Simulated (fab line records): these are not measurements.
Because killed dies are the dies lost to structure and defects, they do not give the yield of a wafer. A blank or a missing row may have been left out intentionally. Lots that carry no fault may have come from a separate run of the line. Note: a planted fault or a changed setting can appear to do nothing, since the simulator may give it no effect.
Check of tool commonality / flow nand harc / Sample size 14 lots and 42 wafers

== REASON FOR OPENING ==
On 2 of the 14 lots, a flag is raised at NHARC_A_ONON_D2_THK_MEAS_21 on the reading thk nm. Fault-free wafers read 1001 nm, with a standard deviation of 9.4.
Rule: a lot is flagged when every wafer of it that has a number lies more than 4 standard deviations from that mean, or none has a number. All remaining lots are regarded as sound.

lot=L349; measured=day 13 04:22; on=film metro-01; thk nm (nm), wafer by wafer=1003 1003 1001; flag=
lot=L350; measured=day 14 01:42; on=film metro-02; thk nm (nm), wafer by wafer=992 993 992; flag=
lot=L351; measured=day 14 10:09; on=film metro-01; thk nm (nm), wafer by wafer=1003 1002 1002; flag=
lot=L352; measured=day 14 21:15; on=film metro-02; thk nm (nm), wafer by wafer=979 979 981; flag=
lot=L353; measured=day 15 04:51; on=film metro-01; thk nm (nm), wafer by wafer=986 986 985; flag=
lot=L358; measured=day 17 04:13; on=film metro-02; thk nm (nm), wafer by wafer=936 934 934; flag=FLAGGED
lot=L360; measured=day 17 19:32; on=film metro-02; thk nm (nm), wafer by wafer=942 941 940; flag=FLAGGED
lot=L365; measured=day 20 05:07; on=film metro-01; thk nm (nm), wafer by wafer=1006 1006 1007; flag=
lot=L366; measured=day 20 22:05; on=film metro-02; thk nm (nm), wafer by wafer=1005 1004 1004; flag=
lot=L367; measured=day 20 22:07; on=film metro-01; thk nm (nm), wafer by wafer=997 998 998; flag=
lot=L368; measured=day 21 17:20; on=film metro-01; thk nm (nm), wafer by wafer=999 999 1000; flag=
lot=L369; measured=day 21 17:32; on=film metro-02; thk nm (nm), wafer by wafer=993 994 994; flag=
lot=L371; measured=day 22 06:56; on=film metro-01; thk nm (nm), wafer by wafer=992 994 992; flag=
lot=L370; measured=day 22 06:58; on=film metro-02; thk nm (nm), wafer by wafer=1002 1002 999; flag=
Average over the flagged lots: 938 nm; offset from the usual -63 nm, equal to -7 standard deviations.

== EACH LOT AND THE TOOL IT RAN ON ==
2 process steps preceding the reading are held in the record, out of 1302 steps in the route. Cell contents, in order: the tool; ch with the chambers the sampled wafers went through; the start.
lot=L349; flag=; NHARC_A_CHANNEL_FILL_D1_STRIP_29=rie diel-02 ch 1,2, day 13 03:51 or earlier; NHARC_A_ONON_D2_DEP_19=pecvd onon-02 ch 0, day 13 03:51
lot=L350; flag=; NHARC_A_CHANNEL_FILL_D1_STRIP_29=rie diel-10 ch 0,3, day 14 01:19 or earlier; NHARC_A_ONON_D2_DEP_19=pecvd onon-03 ch 0, day 14 01:19
lot=L351; flag=; NHARC_A_CHANNEL_FILL_D1_STRIP_29=rie diel-01 ch 0,2, day 14 09:38 or earlier; NHARC_A_ONON_D2_DEP_19=pecvd onon-03 ch 0, day 14 09:38
lot=L352; flag=; NHARC_A_CHANNEL_FILL_D1_STRIP_29=rie diel-01 ch 1,3, day 12 09:50; NHARC_A_ONON_D2_DEP_19=pecvd onon-03 ch 0, day 14 20:44
lot=L353; flag=; NHARC_A_CHANNEL_FILL_D1_STRIP_29=rie diel-02 ch 1,2,3, day 15 04:20 or earlier; NHARC_A_ONON_D2_DEP_19=pecvd onon-01 ch 0, day 15 04:20
lot=L358; flag=FLAGGED; NHARC_A_CHANNEL_FILL_D1_STRIP_29=rie diel-02 ch 0,1, day 17 03:46 or earlier; NHARC_A_ONON_D2_DEP_19=pecvd onon-03 ch 0, day 17 03:46
lot=L360; flag=FLAGGED; NHARC_A_CHANNEL_FILL_D1_STRIP_29=rie diel-10 ch 0,1,3, day 17 19:05 or earlier; NHARC_A_ONON_D2_DEP_19=pecvd onon-03 ch 0, day 17 19:05
lot=L365; flag=; NHARC_A_CHANNEL_FILL_D1_STRIP_29=rie diel-01 ch 0,1,2, day 20 04:39 or earlier; NHARC_A_ONON_D2_DEP_19=pecvd onon-03 ch 0, day 20 04:39
lot=L366; flag=; NHARC_A_CHANNEL_FILL_D1_STRIP_29=rie diel-01 ch 0,1, day 20 21:38 or earlier; NHARC_A_ONON_D2_DEP_19=pecvd onon-01 ch 0, day 20 21:38
lot=L367; flag=; NHARC_A_CHANNEL_FILL_D1_STRIP_29=rie diel-01 ch 2,3, day 20 21:37 or earlier; NHARC_A_ONON_D2_DEP_19=pecvd onon-02 ch 0, day 20 21:37
lot=L368; flag=; NHARC_A_CHANNEL_FILL_D1_STRIP_29=rie diel-02 ch 0,2,3, day 21 16:50 or earlier; NHARC_A_ONON_D2_DEP_19=pecvd onon-02 ch 0, day 21 16:50
lot=L369; flag=; NHARC_A_CHANNEL_FILL_D1_STRIP_29=rie diel-02 ch 0,1,2, day 21 17:01 or earlier; NHARC_A_ONON_D2_DEP_19=pecvd onon-01 ch 0, day 21 17:01
lot=L371; flag=; NHARC_A_CHANNEL_FILL_D1_STRIP_29=rie diel-02 ch 0,1,2, day 22 06:26 or earlier; NHARC_A_ONON_D2_DEP_19=pecvd onon-03 ch 0, day 22 06:26
lot=L370; flag=; NHARC_A_CHANNEL_FILL_D1_STRIP_29=rie diel-01 ch 1,2,3, day 22 06:27 or earlier; NHARC_A_ONON_D2_DEP_19=pecvd onon-02 ch 0, day 22 06:27
What these steps do:
- NHARC_A_CHANNEL_FILL_D1_STRIP_29: strips in O2, time 20 s.
- NHARC_A_ONON_D2_DEP_19: target thk 1000 nm.
- NHARC_A_ONON_D2_THK_MEAS_21: measures by ellipsometry.

== FLAGGED AGAINST TOTAL, ONE TOOL AT A TIME (gauges that did the reading follow at the end) ==
step=NHARC_A_CHANNEL_FILL_D1_STRIP_29; tool=rie diel-01; lots run=6; flagged=0; share of the flagged lots=none; sound lots run after its first flagged lot=-
step=NHARC_A_CHANNEL_FILL_D1_STRIP_29; tool=rie diel-02; lots run=6; flagged=1; share of the flagged lots=some; sound lots run after its first flagged lot=3 (L368,L369,L371)
step=NHARC_A_CHANNEL_FILL_D1_STRIP_29; tool=rie diel-10; lots run=2; flagged=1; share of the flagged lots=some; sound lots run after its first flagged lot=0
step=NHARC_A_ONON_D2_DEP_19; tool=pecvd onon-01; lots run=3; flagged=0; share of the flagged lots=none; sound lots run after its first flagged lot=-
step=NHARC_A_ONON_D2_DEP_19; tool=pecvd onon-02; lots run=4; flagged=0; share of the flagged lots=none; sound lots run after its first flagged lot=-
step=NHARC_A_ONON_D2_DEP_19; tool=pecvd onon-03; lots run=7; flagged=2; share of the flagged lots=all; sound lots run after its first flagged lot=2 (L365,L371)
step=NHARC_A_ONON_D2_THK_MEAS_21; tool=film metro-01; lots run=7; flagged=0; share of the flagged lots=none; sound lots run after its first flagged lot=-
step=NHARC_A_ONON_D2_THK_MEAS_21; tool=film metro-02; lots run=7; flagged=2; share of the flagged lots=all; sound lots run after its first flagged lot=3 (L366,L369,L370)
With no start given for some of its lots, NHARC_A_CHANNEL_FILL_D1_STRIP_29 uses the hours and lot order of NHARC_A_ONON_D2_DEP_19.

== WHAT IS ALLOWED BY THE TABLE ==
Table rows that saw every flagged lot: 2, namely pecvd onon-03 at NHARC_A_ONON_D2_DEP_19 and film metro-02 at NHARC_A_ONON_D2_THK_MEAS_21.
- pecvd onon-03 at NHARC_A_ONON_D2_DEP_19 ran 7 lots, 2 of them flagged. Sound lots ran on it after the first flagged one (L365, L371), which a lasting fault on the whole tool wouldn't allow.
- film metro-02 at NHARC_A_ONON_D2_THK_MEAS_21 ran 7 lots, 2 of them flagged. Sound lots ran on it after the first flagged one (L366, L369, L370), which a lasting fault on the whole tool wouldn't allow.
No row of the table ran every flagged lot and no sound lot after the first.

== WHAT THE SIMULATOR PUT IN ==
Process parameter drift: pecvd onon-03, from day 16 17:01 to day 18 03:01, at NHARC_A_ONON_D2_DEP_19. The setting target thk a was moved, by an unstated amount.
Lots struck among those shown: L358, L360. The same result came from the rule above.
